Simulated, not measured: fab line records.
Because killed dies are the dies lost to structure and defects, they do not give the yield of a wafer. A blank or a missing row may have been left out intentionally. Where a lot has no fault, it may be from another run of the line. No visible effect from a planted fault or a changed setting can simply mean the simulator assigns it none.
Lot-split experiment | flow n5 finfet | route with 1938 steps; 7 lots, 21 wafers read

THE SPLIT
At N5_BEOL_M5_TRENCH_ETCH_37 (etches SiCOH lowk in C4F6/O2, target depth 71.652 nm, time 24.7 s), the setting time s was moved away from the recipe's 24.7 s on 6 of the 21 wafers read, by -7.8% to +18.3%. The other wafers ran this setting at the recipe's value.

The reading comes from the split's own step.

THE READING
etch.depth nm (the simulator's own value, which no gauge read), in nm, at N5_BEOL_M5_TRENCH_ETCH_37 (etches SiCOH lowk in C4F6/O2, target depth 71.652 nm, time 24.7 s). The file does not state a usual value for it. Average 71.72 nm, standard deviation 0.97 nm, over the 15 wafers here run with the recipe.

wafer  | tool, chamber at the split | time s as run, s | against the recipe | etch.depth nm, nm | against lot-mates on the recipe
L074.1 | rie diel-05, 2             | 26.49            | +7.2%              | 76.62             | no lot-mate on the recipe
L074.5 | rie diel-05, 1             | 26.49            | +7.2%              | 75.4              | no lot-mate on the recipe
L074.6 | rie diel-05, 3             | 26.49            | +7.2%              | 75.58             | no lot-mate on the recipe
L076.4 | rie diel-02, 3             | 24.7             | recipe             | 73.89             | -
L076.5 | rie diel-02, 0             | 29.23            | +18.3%             | 86.41             | +14.54
L076.6 | rie diel-02, 1             | 24.7             | recipe             | 69.85             | -
L081.3 | rie diel-06, 2             | 24.7             | recipe             | 70.71             | -
L081.5 | rie diel-06, 3             | 24.7             | recipe             | 71.85             | -
L081.6 | rie diel-06, 0             | 24.7             | recipe             | 71.71             | -
L086.1 | rie diel-05, 3             | 27.17            | +10.0%             | 79.16             | +6.91
L086.3 | rie diel-05, 2             | 24.7             | recipe             | 71.74             | -
L086.6 | rie diel-05, 0             | 24.7             | recipe             | 72.76             | -
L089.1 | rie diel-05, 1             | 24.7             | recipe             | 70.52             | -
L089.2 | rie diel-05, 0             | 24.7             | recipe             | 72.05             | -
L089.4 | rie diel-05, 3             | 24.7             | recipe             | 71.92             | -
L090.1 | rie diel-05, 0             | 24.7             | recipe             | 72.18             | -
L090.3 | rie diel-05, 2             | 22.78            | -7.8%              | 66.42             | -5.59
L090.5 | rie diel-05, 2             | 24.7             | recipe             | 71.84             | -
L091.2 | rie diel-05, 2             | 24.7             | recipe             | 71.29             | -
L091.4 | rie diel-05, 0             | 24.7             | recipe             | 72.74             | -
L091.5 | rie diel-05, 1             | 24.7             | recipe             | 70.81             | -

FIT RESULTS
A straight line over all 21 wafers: etch.depth nm changes by +0.731 nm for each +1% of time s; r = +0.97; the points scatter about the line by 1 nm.
The same after taking each lot's own level away (the mean of its wafers on the recipe; 18 wafers): +0.763 nm for each +1%; r = +0.98; scatter 0.93 nm.
The reading moves by 14 nm for the largest change in time s, on that fit.
The span of the lots' own levels, 71.423 to 72.250 nm, comes to 0.8 times the standard deviation stated above.
The two slopes agree, so the slope changes little with the lot-to-lot level.
Check: with one of the wafers moved furthest among these (+18.3%) left out of the fit, the line predicts +12.9 nm for it against its lot-mates. It came out at +14.5 nm against them.

OTHER SPLITS ON THESE WAFERS
Other splits were also applied to these wafers ahead of the reading. Each is held against what the fit with the lots' levels taken away leaves over:
other split on the same wafers           | wafers away from the commonest value | r with etch.depth nm (lot level and that fit taken away)
N5_MOL_CONTACT_COAG_CVD_140 target thk a | 4                                    | -0.03
N5_BEOL_M0_SAQP_PECVD_96 time s          | 2                                    | -0.43
N5_BEOL_M0_ETCH_109 bias w               | 7                                    | +0.22
N5_BEOL_M1_EXPOSE_08 dose mj             | 3                                    | +0.01
N5_BEOL_M1_ETCH_64 source w              | 6                                    | -0.02
N5_BEOL_M3_EXPOSE_25 dose mj             | 9                                    | +0.06
N5_BEOL_M3_SPUTTER_86 time s             | 5                                    | +0.28
N5_BEOL_M4_ETCH_70 time s                | 5                                    | +0.07
N5_BEOL_M4_TRENCH_ETCH_37 source w       | 4                                    | +0.04

THE WHOLE CHAIN: every reading that the file lists as answering this split, in the file's order
step                      | what it does                                                      | reading                                                                   | change (the file's fit)               | r (the file's)
N5_BEOL_M5_TRENCH_ETCH_37 | etches SiCOH lowk in C4F6/O2, target depth 71.652 nm, time 24.7 s | BEOL_M5.feature depth nm (the simulator's own value, which no gauge read) | +0.766 nm for each +1% of the setting | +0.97
N5_BEOL_M5_TRENCH_ETCH_37 | etches SiCOH lowk in C4F6/O2, target depth 71.652 nm, time 24.7 s | etch.depth nm (the simulator's own value, which no gauge read)            | +0.763 nm for each +1% of the setting | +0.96

THE FILE'S OWN FIT
etch.depth nm changes by +0.763 nm for each +1% of time s, r = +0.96.
